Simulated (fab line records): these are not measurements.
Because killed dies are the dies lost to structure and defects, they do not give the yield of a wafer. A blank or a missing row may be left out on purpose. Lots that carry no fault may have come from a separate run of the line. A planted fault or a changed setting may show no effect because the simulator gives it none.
Chamber matching / flow n5_finfet / N5_BEOL_M6_ETCH_72 on rie_diel-03 has 4 sister chambers
The step etches underlayer in N2/H2, target depth 6.5 nm, time 5.2 s. 16 wafers are shown with their chamber, then 8 later ones without.

## WAFERS PAIRED WITH THEIR CHAMBERS
wafer=L074.1; chamber=0; showerhead_plenum_p_Torr (Torr)=2.56; throttle_valve_pct (%)=18.23; drypump_motor_current_A (A)=6.1
wafer=L074.2; chamber=3; showerhead_plenum_p_Torr (Torr)=2.59; throttle_valve_pct (%)=17.77; drypump_motor_current_A (A)=5.7
wafer=L074.6; chamber=0; showerhead_plenum_p_Torr (Torr)=2.56; throttle_valve_pct (%)=18.22; drypump_motor_current_A (A)=6.2
wafer=L077.2; chamber=1; showerhead_plenum_p_Torr (Torr)=2.69; throttle_valve_pct (%)=17.50; drypump_motor_current_A (A)=5.6
wafer=L077.3; chamber=3; showerhead_plenum_p_Torr (Torr)=2.58; throttle_valve_pct (%)=17.76; drypump_motor_current_A (A)=5.7
wafer=L077.6; chamber=0; showerhead_plenum_p_Torr (Torr)=2.56; throttle_valve_pct (%)=18.26; drypump_motor_current_A (A)=6.1
wafer=L079.1; chamber=1; showerhead_plenum_p_Torr (Torr)=2.69; throttle_valve_pct (%)=17.51; drypump_motor_current_A (A)=5.6
wafer=L079.5; chamber=2; showerhead_plenum_p_Torr (Torr)=2.71; throttle_valve_pct (%)=18.16; drypump_motor_current_A (A)=5.5
wafer=L079.6; chamber=3; showerhead_plenum_p_Torr (Torr)=2.58; throttle_valve_pct (%)=17.80; drypump_motor_current_A (A)=5.6
wafer=L080.1; chamber=2; showerhead_plenum_p_Torr (Torr)=2.71; throttle_valve_pct (%)=18.18; drypump_motor_current_A (A)=5.5
wafer=L080.2; chamber=3; showerhead_plenum_p_Torr (Torr)=2.58; throttle_valve_pct (%)=17.77; drypump_motor_current_A (A)=5.6
wafer=L080.6; chamber=3; showerhead_plenum_p_Torr (Torr)=2.58; throttle_valve_pct (%)=17.77; drypump_motor_current_A (A)=5.6
wafer=L082.1; chamber=1; showerhead_plenum_p_Torr (Torr)=2.69; throttle_valve_pct (%)=17.53; drypump_motor_current_A (A)=5.6
wafer=L082.3; chamber=0; showerhead_plenum_p_Torr (Torr)=2.55; throttle_valve_pct (%)=18.24; drypump_motor_current_A (A)=6.1
wafer=L082.4; chamber=2; showerhead_plenum_p_Torr (Torr)=2.71; throttle_valve_pct (%)=18.19; drypump_motor_current_A (A)=5.5
wafer=L085.1; chamber=3; showerhead_plenum_p_Torr (Torr)=2.58; throttle_valve_pct (%)=17.77; drypump_motor_current_A (A)=5.7

SIGNATURES (means of the wafers above)
reading=showerhead_plenum_p_Torr; chamber 0=2.5575; chamber 1=2.6900; chamber 2=2.7100; chamber 3=2.5817; scatter within a chamber=0.00363
reading=throttle_valve_pct; chamber 0=18.2375; chamber 1=17.5133; chamber 2=18.1767; chamber 3=17.7733; scatter within a chamber=0.0151
reading=drypump_motor_current_A; chamber 0=6.125; chamber 1=5.600; chamber 2=5.500; chamber 3=5.650; scatter within a chamber=0.0433
Rule: distance of a wafer from a chamber = root of the sum over the readings of ((wafer's reading minus chamber's mean) / reading's scatter) squared. The wafer belongs to the nearest chamber; if the next one is less than 2 further off, it can't be placed. The scatter: take each reading less its chamber's mean, square it, sum over the shown wafers, divide by the number of wafers less the number of chambers, and take the root.

## WAFERS WITH NO CHAMBER GIVEN
wafer=L085.3; showerhead_plenum_p_Torr (Torr)=2.70; throttle_valve_pct (%)=18.18; drypump_motor_current_A (A)=5.5
wafer=L085.6; showerhead_plenum_p_Torr (Torr)=2.68; throttle_valve_pct (%)=17.52; drypump_motor_current_A (A)=5.6
wafer=L087.1; showerhead_plenum_p_Torr (Torr)=2.55; throttle_valve_pct (%)=18.26; drypump_motor_current_A (A)=6.1
wafer=L087.3; showerhead_plenum_p_Torr (Torr)=2.70; throttle_valve_pct (%)=18.19; drypump_motor_current_A (A)=5.5
wafer=L087.6; showerhead_plenum_p_Torr (Torr)=2.58; throttle_valve_pct (%)=17.79; drypump_motor_current_A (A)=5.6
wafer=L088.1; showerhead_plenum_p_Torr (Torr)=2.68; throttle_valve_pct (%)=17.54; drypump_motor_current_A (A)=5.7
wafer=L088.5; showerhead_plenum_p_Torr (Torr)=2.55; throttle_valve_pct (%)=18.27; drypump_motor_current_A (A)=6.2
wafer=L088.6; showerhead_plenum_p_Torr (Torr)=2.68; throttle_valve_pct (%)=17.53; drypump_motor_current_A (A)=5.6

## EACH ONE'S CHAMBER
wafer=L085.3; from the rows above=2; in truth=2
wafer=L085.6; from the rows above=1; in truth=1
wafer=L087.1; from the rows above=0; in truth=0
wafer=L087.3; from the rows above=2; in truth=2
wafer=L087.6; from the rows above=3; in truth=3
wafer=L088.1; from the rows above=1; in truth=1
wafer=L088.5; from the rows above=0; in truth=0
wafer=L088.6; from the rows above=1; in truth=1
8 of 8 placed correctly. From these rows, 0 cannot be placed. Number placed wrongly: 0.
